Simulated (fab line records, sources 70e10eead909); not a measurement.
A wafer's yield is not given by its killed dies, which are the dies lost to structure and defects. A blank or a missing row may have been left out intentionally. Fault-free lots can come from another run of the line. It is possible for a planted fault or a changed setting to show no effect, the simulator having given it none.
Which tool is to blame? + flow nand harc + 33 wafers from 11 lots sampled at 5 of the route's 1159 steps

WHAT THE GAUGES SHOWED, per wafer
NHARC_END_SORT_01. Usual: killed at array 29, standard deviation 13; killed at other 0.7, standard deviation 1; killed at periphery 3.2, standard deviation 2.3; killed dies 33, standard deviation 13; killed open 3.3, standard deviation 1.7; killed short 2.0, standard deviation 1.5.
| lot  | measured     | on        | killed at array | killed at other | killed at periphery | killed dies | killed open | killed short | flag |
|------|--------------|-----------|-----------------|-----------------|---------------------|-------------|-------------|--------------|------|
| L270 | day 22 09:26 | prober-02 | 540 487 462     | 0 0 0           | 2 5 3               | 542 492 465 | 1 2 5       | 4 2 2        | OFF  |
| L273 | day 23 20:14 | prober-01 | 456 521 520     | 2 3 3           | 0 4 5               | 458 528 528 | 2 3 6       | 0 1 2        | OFF  |

EACH LOT AND THE TOOL THAT RAN IT (in order: tool; ch and the chambers of the sampled wafers; start)
| lot  | NHARC_A_CHANNEL_HOLE_D1_DESCUM_15  | NHARC_A_CHANNEL_HOLE_D1_ETCH_16    | NHARC_A_CHANNEL_HOLE_D1_ETCH_21  | NHARC_A_CHANNEL_HOLE_D1_ETCH_22  |
|------|------------------------------------|------------------------------------|----------------------------------|----------------------------------|
| L258 | rie diel-06 ch 0,1,3, day 8 01:37  | rie diel-06 ch 0,1,2, day 8 02:16  | har etch-01 ch 0,1, day 8 03:22  | har etch-01 ch 0,1, day 8 03:52  |
| L257 | rie diel-07 ch 0,3, day 8 03:13    | rie diel-07 ch 1,3, day 8 03:47    | har etch-02 ch 0, day 8 04:52    | har etch-02 ch 0, day 8 05:17    |
| L262 | rie diel-06 ch 2,3, day 9 14:33    | rie diel-06 ch 0,1,3, day 9 15:18  | har etch-02 ch 0,1, day 9 16:13  | har etch-02 ch 0,1, day 9 16:39  |
| L263 | rie diel-05 ch 0,2,3, day 9 19:51  | rie diel-05 ch 0,2,3, day 9 20:23  | har etch-02 ch 0,1, day 9 21:28  | har etch-02 ch 0,1, day 9 21:54  |
| L270 | rie diel-06 ch 1,2,3, day 11 14:46 | rie diel-06 ch 0,2,3, day 11 15:17 | har etch-02 ch 0,1, day 11 16:22 | har etch-02 ch 0,1, day 11 16:48 |
| L274 | rie diel-05 ch 0,1,3, day 12 10:38 | rie diel-05 ch 1,2, day 12 11:13   | har etch-02 ch 0,1, day 12 12:26 | har etch-02 ch 0,1, day 12 12:56 |
| L273 | rie diel-06 ch 0,1, day 12 10:55   | rie diel-06 ch 0,2,3, day 12 11:30 | har etch-01 ch 1, day 12 12:32   | har etch-01 ch 1, day 12 12:58   |
| L276 | rie diel-07 ch 0,1,3, day 12 19:10 | rie diel-07 ch 0,1,2, day 12 19:40 | har etch-01 ch 0,1, day 12 20:49 | har etch-01 ch 0,1, day 12 21:17 |
| L278 | rie diel-05 ch 0,1, day 13 08:55   | rie diel-05 ch 0,1,2, day 13 09:37 | har etch-02 ch 0,1, day 13 10:44 | har etch-02 ch 0,1, day 13 11:14 |
| L279 | rie diel-05 ch 0,1,2, day 13 12:08 | rie diel-05 ch 1,3, day 13 12:43   | har etch-02 ch 0,1, day 13 14:43 | har etch-02 ch 0,1, day 13 15:11 |
| L280 | rie diel-07 ch 1,3, day 14 01:21   | rie diel-07 ch 1,2, day 14 01:52   | har etch-02 ch 0,1, day 14 06:57 | har etch-02 ch 0,1, day 14 07:26 |
- NHARC_A_CHANNEL_HOLE_D1_DESCUM_15: chemistry O2, time 3 s.
- NHARC_A_CHANNEL_HOLE_D1_ETCH_16: etches the open film in O2/COS, target depth 3100 nm, time 806 s.
- NHARC_A_CHANNEL_HOLE_D1_ETCH_21: etches the open film in C4F8/O2/Ar, time 514.3 s, target depth 1600 nm.
- NHARC_A_CHANNEL_HOLE_D1_ETCH_22: etches the open film in C4F8/O2/Ar, time 666.7 s, target depth 1600 nm.

AS READ BY THE TOOLS THEMSELVES (means over the sampled wafers that have a number; for cases with no such wafer, the mark the record gives instead)
NHARC_A_CHANNEL_HOLE_D1_DESCUM_15. Usual: drypump motor current A 5.7 A, standard deviation 0.43; oes product au 1.003 a.u., standard deviation 0.011; rf vpp V 57.8 V, standard deviation 0.94; showerhead plenum p Torr 1.91 Torr, standard deviation 0.082; throttle valve pct 11.310 %, standard deviation 0.0082.
| lot  | tool        | drypump motor current A (A) | oes product au (a.u.) | rf vpp V (V) | showerhead plenum p Torr (Torr) | throttle valve pct (%) | flag |
|------|-------------|-----------------------------|-----------------------|--------------|---------------------------------|------------------------|------|
| L258 | rie diel-06 | 5.6                         | 0.999                 | 57.3         | 1.86                            | 11.317                 |      |
| L257 | rie diel-07 | 6.3                         | 1.000                 | 58.4         | 1.88                            | 11.309                 |      |
| L262 | rie diel-06 | 5.4                         | 1.005                 | 57.2         | 1.82                            | 11.314                 |      |
| L263 | rie diel-05 | 5.4                         | 1.007                 | 58.4         | 1.95                            | 11.310                 |      |
| L270 | rie diel-06 | 5.5                         | 1.006                 | 57.2         | 1.80                            | 11.301                 |      |
| L274 | rie diel-05 | 5.4                         | 1.014                 | 58.1         | 1.94                            | 11.310                 |      |
| L273 | rie diel-06 | 6.0                         | 1.003                 | 57.6         | 1.85                            | 11.311                 |      |
| L276 | rie diel-07 | 6.2                         | 0.994                 | 58.8         | 1.93                            | 11.307                 |      |
| L278 | rie diel-05 | 5.5                         | 1.009                 | 57.6         | 1.93                            | 11.310                 |      |
| L279 | rie diel-05 | 5.4                         | 1.016                 | 57.5         | 1.94                            | 11.301                 |      |
| L280 | rie diel-07 | 6.0                         | 0.991                 | 58.3         | 1.91                            | 11.307                 |      |

NHARC_A_CHANNEL_HOLE_D1_ETCH_16. Usual: drypump motor current A 5.7 A, standard deviation 0.45; oes product au 1.001 a.u., standard deviation 0.0099; rf vpp V 314.1 V, standard deviation 1.9; showerhead plenum p Torr 3.11 Torr, standard deviation 0.12; throttle valve pct 28.330 %, standard deviation 0.0086.
| lot  | tool        | drypump motor current A (A) | oes product au (a.u.) | rf vpp V (V) | showerhead plenum p Torr (Torr) | throttle valve pct (%) | flag |
|------|-------------|-----------------------------|-----------------------|--------------|---------------------------------|------------------------|------|
| L258 | rie diel-06 | 5.8                         | 0.989                 | 313.2        | 3.05                            | 28.332                 |      |
| L257 | rie diel-07 | 6.0                         | 1.000                 | 313.7        | 3.12                            | 28.336                 |      |
| L262 | rie diel-06 | 5.6                         | 1.004                 | 312.8        | 3.03                            | 28.325                 |      |
| L263 | rie diel-05 | 5.4                         | 1.002                 | 314.4        | 3.18                            | 28.332                 |      |
| L270 | rie diel-06 | 5.5                         | 0.855                 | 312.8        | 3.05                            | 28.334                 | OFF  |
| L274 | rie diel-05 | 5.5                         | 1.011                 | 315.0        | 3.12                            | 28.328                 |      |
| L273 | rie diel-06 | 5.5                         | 0.849                 | 313.7        | 3.05                            | 28.329                 | OFF  |
| L276 | rie diel-07 | 6.3                         | 0.995                 | 315.7        | 3.22                            | 28.330                 |      |
| L278 | rie diel-05 | 5.4                         | 1.004                 | 314.8        | 3.16                            | 28.326                 |      |
| L279 | rie diel-05 | 5.5                         | 1.007                 | 314.3        | 3.12                            | 28.325                 |      |
| L280 | rie diel-07 | 6.0                         | 0.996                 | 315.4        | 3.27                            | 28.339                 |      |

NHARC_A_CHANNEL_HOLE_D1_ETCH_21. Usual: c4f8 flow sccm 89.29 sccm, standard deviation 0.29; drypump motor current A 5.3 A, standard deviation 0.31; showerhead plenum p Torr 3.72 Torr, standard deviation 0.092; temp c -19.98 C, standard deviation 0.096; throttle valve pct 32.155 %, standard deviation 0.0097.
| lot  | tool        | c4f8 flow sccm (sccm) | drypump motor current A (A) | showerhead plenum p Torr (Torr) | temp c (C) | throttle valve pct (%) | flag |
|------|-------------|-----------------------|-----------------------------|---------------------------------|------------|------------------------|------|
| L258 | har etch-01 | 89.30                 | 5.2                         | 3.79                            | -20.04     | 32.160                 |      |
| L257 | har etch-02 | 89.85                 | 5.6                         | 3.61                            | -19.96     | 32.145                 |      |
| L262 | har etch-02 | 89.42                 | 5.6                         | 3.68                            | -19.98     | 32.150                 |      |
| L263 | har etch-02 | 89.17                 | 5.6                         | 3.75                            | -20.02     | 32.150                 |      |
| L270 | har etch-02 | 89.33                 | 5.5                         | 3.74                            | -19.95     | 32.157                 |      |
| L274 | har etch-02 | 89.42                 | 5.6                         | 3.66                            | -20.02     | 32.163                 |      |
| L273 | har etch-01 | 89.16                 | 5.4                         | 3.80                            | -20.07     | 32.153                 |      |
| L276 | har etch-01 | 89.16                 | 5.0                         | 3.72                            | -20.00     | 32.155                 |      |
| L278 | har etch-02 | 89.23                 | 5.5                         | 3.73                            | -19.86     | 32.158                 |      |
| L279 | har etch-02 | 89.29                 | 5.5                         | 3.72                            | -19.94     | 32.148                 |      |
| L280 | har etch-02 | 89.31                 | 5.5                         | 3.72                            | -20.11     | 32.152                 |      |

NHARC_A_CHANNEL_HOLE_D1_ETCH_22. Usual: c4f8 flow sccm 89.34 sccm, standard deviation 0.26; drypump motor current A 5.3 A, standard deviation 0.32; showerhead plenum p Torr 3.72 Torr, standard deviation 0.092; temp c -20.00 C, standard deviation 0.096; throttle valve pct 32.155 %, standard deviation 0.0097.
| lot  | tool        | c4f8 flow sccm (sccm) | drypump motor current A (A) | showerhead plenum p Torr (Torr) | temp c (C) | throttle valve pct (%) | flag |
|------|-------------|-----------------------|-----------------------------|---------------------------------|------------|------------------------|------|
| L258 | har etch-01 | 89.46                 | 5.2                         | 3.79                            | -20.00     | 32.151                 |      |
| L257 | har etch-02 | 89.70                 | 5.6                         | 3.61                            | -20.02     | 32.154                 |      |
| L262 | har etch-02 | 89.35                 | 5.5                         | 3.68                            | -20.04     | 32.163                 |      |
| L263 | har etch-02 | 89.33                 | 5.5                         | 3.75                            | -20.01     | 32.163                 |      |
| L270 | har etch-02 | 89.31                 | 5.5                         | 3.74                            | -19.92     | 32.154                 |      |
| L274 | har etch-02 | 89.27                 | 5.6                         | 3.66                            | -20.00     | 32.160                 |      |
| L273 | har etch-01 | 89.18                 | 5.5                         | 3.80                            | -20.02     | 32.159                 |      |
| L276 | har etch-01 | 89.40                 | 5.0                         | 3.72                            | -20.07     | 32.152                 |      |
| L278 | har etch-02 | 88.86                 | 5.5                         | 3.73                            | -20.08     | 32.149                 |      |
| L279 | har etch-02 | 89.33                 | 5.5                         | 3.72                            | -20.02     | 32.158                 |      |
| L280 | har etch-02 | 89.57                 | 5.5                         | 3.72                            | -20.04     | 32.161                 |      |

THE ANSWER, worked out from the rows above alone
Rule: take the mean of a lot's wafers that have a number; if it is more than 3 standard deviations from the usual mean, the lot is off. A lot without any number at a reading at which 4 lots or more have one is off too. Where the step has rows for the other lots, those lots are counted as sound. After the gauges, taken in route order, come the tools' own readings; for these a lot's mean is taken, as printed above. At the first step where some lot is off, the reading lying furthest off is the one used; lots without a number count as furthest.
Off: L270, L273, at NHARC_END_SORT_01 (killed dies). Neither off nor sound, because the step has no rows for them: L258, L257, L262, L263, L274, L276, L278, L279, L280.
If a tool, at a process step before that reading, ran all the lots that are off and no sound lot after the first of them, it fits. The gauges at NHARC_END_SORT_01 aren't tried: what is off there is off at NHARC_A_CHANNEL_HOLE_D1_ETCH_16 too, on other tools, and a gauge's error can't cause that. One fits: NHARC_A_CHANNEL_HOLE_D1_DESCUM_15 and NHARC_A_CHANNEL_HOLE_D1_ETCH_16 on rie diel-06. It ran no sound lot before its first lot that is off in this sample, so the start can't be narrowed down.

WHAT THE SIMULATOR PUT IN
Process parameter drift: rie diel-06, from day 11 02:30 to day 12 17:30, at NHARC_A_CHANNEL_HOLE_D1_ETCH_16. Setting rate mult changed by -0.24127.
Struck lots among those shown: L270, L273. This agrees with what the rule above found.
